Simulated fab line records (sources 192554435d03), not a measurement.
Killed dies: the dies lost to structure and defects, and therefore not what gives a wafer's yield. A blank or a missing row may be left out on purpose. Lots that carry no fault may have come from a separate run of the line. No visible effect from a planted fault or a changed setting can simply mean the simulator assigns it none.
A lot that was struck, set against a sound lot ; flow n5Finfet ; 42 steps out of a route of 1938
Sound: these wafers, L444.2, L444.3, L444.6. Struck: wafer L450.4; the same lot's L450.2 was not struck, so it is left out; see the end for the cause.
At each step with rows: each side's tool, then ch and its chambers, then its first start. Under that, the readings that differ: sound wafers ; struck wafers ; difference of the means ; sigmas: that difference in standard deviations of wafers without a fault.
alike: same words and numbers on both sides, and readings whose means sit less than 2 such deviations apart. not compared: any withheld reading, any reading some wafer has no value for, any bound like >300 that may hide the same value, and any number with overlapping values for which the record gives no deviation.
Wherever a step has rows on one side only, a row that says differs or no value, or a row with sigmas, the two part there. Numbers that don't overlap but have no deviation are shown without sigmas and don't part them. Lack of a reading on every wafer of one side parts them only where that side has two or more wafers.

first, 2 steps without rows for these wafers: N5_MOL_CONTACT_COAG_CO_FILL_22 (material Co, precursor CCTBA/H2, target thk 20 nm); N5_MOL_CONTACT_COAG_ANNEAL_113 (time 300 s).
N5_MOL_CONTACT_COAG_PRE_CLEAN_142: time 60 s.
  sound: pvdSputter-02 at day 5 05:21; struck: pvdSputter-03 at day 6 16:57
  alike: heaterPowerW
then, 6 steps without rows for these wafers: N5_MOL_CONTACT_COAG_SPUTTER_130 (material Co, target thk 47.5 nm); N5_MOL_CONTACT_COAG_PRECLEAN_125 (cleans in DIW, time 57.5 s); N5_MOL_CONTACT_COAG_SRD_126 (dry time 32 s); N5_MOL_CONTACT_COAG_CMP_23 (polishes, stops on SiO2, t overpolish 1.5 s, target thk 0 nm); N5_MOL_CONTACT_COAG_WET_ETCH_26 (target Co, target depth 13 nm); N5_MOL_CONTACT_COAG_WET_ETCH_116 (etches the open film in SC1-inhibited, target depth 4.6 nm, rinse time 30 s).
N5_MOL_CONTACT_COAG_ALD_27: deposits SiOC, target thk 17 nm, pulse time 1.5 s, time 2720 s.
  sound on aldSin-01 ch 1,2, day 5 06:28; struck on aldSin-04 ch 1, day 6 18:10
  alike: heaterPowerW, precursorPulseHeightRel
N5_MOL_CONTACT_COAG_CMP_28: polishes, stops on SiNx, t overpolish 0.85 s, target thk 14.522 nm.
  sound on cmp-02 ch 1,2,3, day 5 08:06; struck on cmp-03 ch 0, day 6 19:53
reading;sound;struck;difference;sigmas
timeToEndpointS (s);6.4 6.5 6.6;10.2;+3.7;+2
  alike: motorCurrentA
N5_MOL_CONTACT_COAG_THK_MEAS_29:
  sound: filmMetro-02 at day 5 08:19; struck: filmMetro-01 at day 6 20:09
  alike: MD_CAP_THK
N5_MOL_CONTACT_COAG_ALD_123: deposits SiNx, target thk 5 nm, pulse time 1 s, purge time 2 s.
  sound on aldSin-01 ch 0,3, day 5 08:22; struck on aldSin-04 ch 3, day 6 22:08
  alike: heaterPowerW, precursorPulseHeightRel
then, 10 steps without rows for these wafers: N5_MOL_CONTACT_COAG_PECVD_31 (deposits SiO2 from TEOS/O2, target thk 46 nm, time 8.9 s); N5_MOL_CONTACT_COAG_COAT_75 (time 60 s, resist thk 60 nm); N5_MOL_CONTACT_COAG_COAT_76 (time 60 s, resist thk 10 nm); N5_MOL_CONTACT_COAG_COAT_77 (time 60 s, resist thk 10 nm); N5_MOL_CONTACT_COAG_COAT_78 (resist thk 40 nm); N5_MOL_CONTACT_COAG_EBR_80; N5_MOL_CONTACT_COAG_SOFTBAKE_79 (time 60 s); N5_MOL_CONTACT_COAG_EXPOSE_81 (exposes mask VG, defocus 0 nm); N5_MOL_CONTACT_COAG_PEB_82 (peb time 60 s); N5_MOL_CONTACT_COAG_DEVELOP_83 (develop time 30 s).
N5_MOL_CONTACT_COAG_CD_MEAS_84 targets a cd of 25.1 nm.
  sound on cdSem-01 ch 0, day 5 09:19; struck on cdSem-02 ch 0, day 6 23:07
  alike: cdNm
N5_MOL_CONTACT_COAG_OVL_MEAS_85:
  sound on overlay-02 ch 0, day 5 09:22; struck on overlay-01 ch 0, day 6 23:10
  alike: VG_OVL
N5_MOL_CONTACT_COAG_INSPECT_57: inspects for defects (brightfield).
  sound: defectInspect-02 at day 5 09:25; struck: defectInspect-02 at day 6 23:13
  alike: rawDefectCount
then, 4 steps without rows for these wafers: N5_MOL_CONTACT_COAG_DESCUM_88 (chemistry O2, time 7 s); N5_MOL_CONTACT_COAG_ETCH_89 (etches underlayer in N2/H2, target depth 13 nm, time 10.4 s); N5_MOL_CONTACT_COAG_ETCH_90 (etches SiARC in CF4, target depth 13 nm, time 21.7 s); N5_MOL_CONTACT_COAG_ALD_131 (deposits SiO2, target thk 5 nm, pulse time 1 s, co reactant pulse time 1 s).
N5_MOL_CONTACT_COAG_ETCHBACK_132: etches SiO2 in CHF3, target depth 10 nm, time 6.7 s.
  sound on rieDiel-02 ch 0,1,3, day 5 09:46; struck on rieDiel-05 ch 0, day 6 23:49
  alike: drypumpMotorCurrentA, oesProductAu, rfVppV, showerheadPlenumPTorr, throttleValvePct
  not compared: rfHoursCounterH
then, 3 steps without rows for these wafers: N5_MOL_CONTACT_COAG_ETCH_91 (etches SOC in N2/H2, target depth 60 nm, overetch 21 nm, time 101.2 s); N5_MOL_CONTACT_COAG_STRIP_92 (strips in N2/H2); N5_MOL_CONTACT_COAG_STRIP_93 (strips in N2/H2).
N5_MOL_CONTACT_COAG_ETCHBACK_135: etches SiO2 in CHF3, target depth 25 nm, time 16.7 s.
  sound on rieDiel-02 ch 0,1,3, day 5 09:53; struck on rieDiel-05 ch 0, day 6 23:56
  alike: drypumpMotorCurrentA, oesProductAu, rfVppV, showerheadPlenumPTorr, throttleValvePct
  not compared: rfHoursCounterH
then, 3 steps without rows for these wafers: N5_MOL_CONTACT_COAG_STRIP_118 (strips in CHF3); N5_MOL_CONTACT_COAG_VIA_ETCH_46 (etches SiO2 in C4F6/O2, target depth 46 nm, overetch 9.2 nm, time 40 s); N5_MOL_CONTACT_COAG_STRIP_96 (strips in N2/H2).
N5_MOL_CONTACT_COAG_ETCH_47: etches SiNx in CH3F/O2, stops on W, target depth 27 nm.
  sound on rieDiel-02 ch 0,1,3, day 5 10:01; struck on rieDiel-05 ch 0, day 7 00:05
  alike: drypumpMotorCurrentA, etchRfOnTimeS, oesProductAu, rfVppV, showerheadPlenumPTorr, throttleValvePct
  not compared: rfHoursCounterH, model.etch.depthNm
then, 1 step without rows for these wafers: N5_MOL_CONTACT_COAG_STRIP_119 (strips in N2/H2, time 30 s).
-- record jumps: 3 days separate the struck wafers' starts on either side; left off in module MOL_CONTACT_COAG, taken up again in module BEOL_M4, whose first shown step is the route's number 1111 --
N5_BEOL_M4_RC_MEAS_101:
  sound on prober-02 ch 0, day 8 04:36; struck on prober-02 ch 0, day 10 04:13
reading;sound;struck;difference;sigmas
DIBL_N (mV/V);36.5 36.8 35.9;33.8;-2.6;-2
ION_N (uA/um);675 673 675;652;-22;-2
  alike: DIBL_P, IOFF_N, IOFF_P, ION_P, SS_N, SS_P, VT_N, VT_P
-- the record jumps here: 5 days lie between the struck wafers' starts before and after (it left off in module BEOL_M4 and takes up again in module PASSIVATION, whose first step shown is number 1936 of the route) --
N5_PASSIVATION_PROBE_49:
  sound: prober-01 at day 12 08:32; struck: prober-01 at day 15 00:39
reading;sound;struck;difference;sigmas
killedShort;18 48 28;50;+19;+2
sort_bin_5_function (%);3.5 5.4 3.8;5.9;+1.7;+2
  alike: defectLimitedYield, killed_at_M0_to_M3, killed_at_M4_up, killedAtContacts, killedAtFrontEnd, killedAtOther, killedDies, killedOpen, sort_bin_6_memory, sortNPass, sortYieldPct

## WHERE THEY PART
First at N5_MOL_CONTACT_COAG_CMP_28; last, within this record, at N5_PASSIVATION_PROBE_49.

WHY: the cause the simulator had injected
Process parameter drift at N5_MOL_CONTACT_COAG_CMP_28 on cmp-03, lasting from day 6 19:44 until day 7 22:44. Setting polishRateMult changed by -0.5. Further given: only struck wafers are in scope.
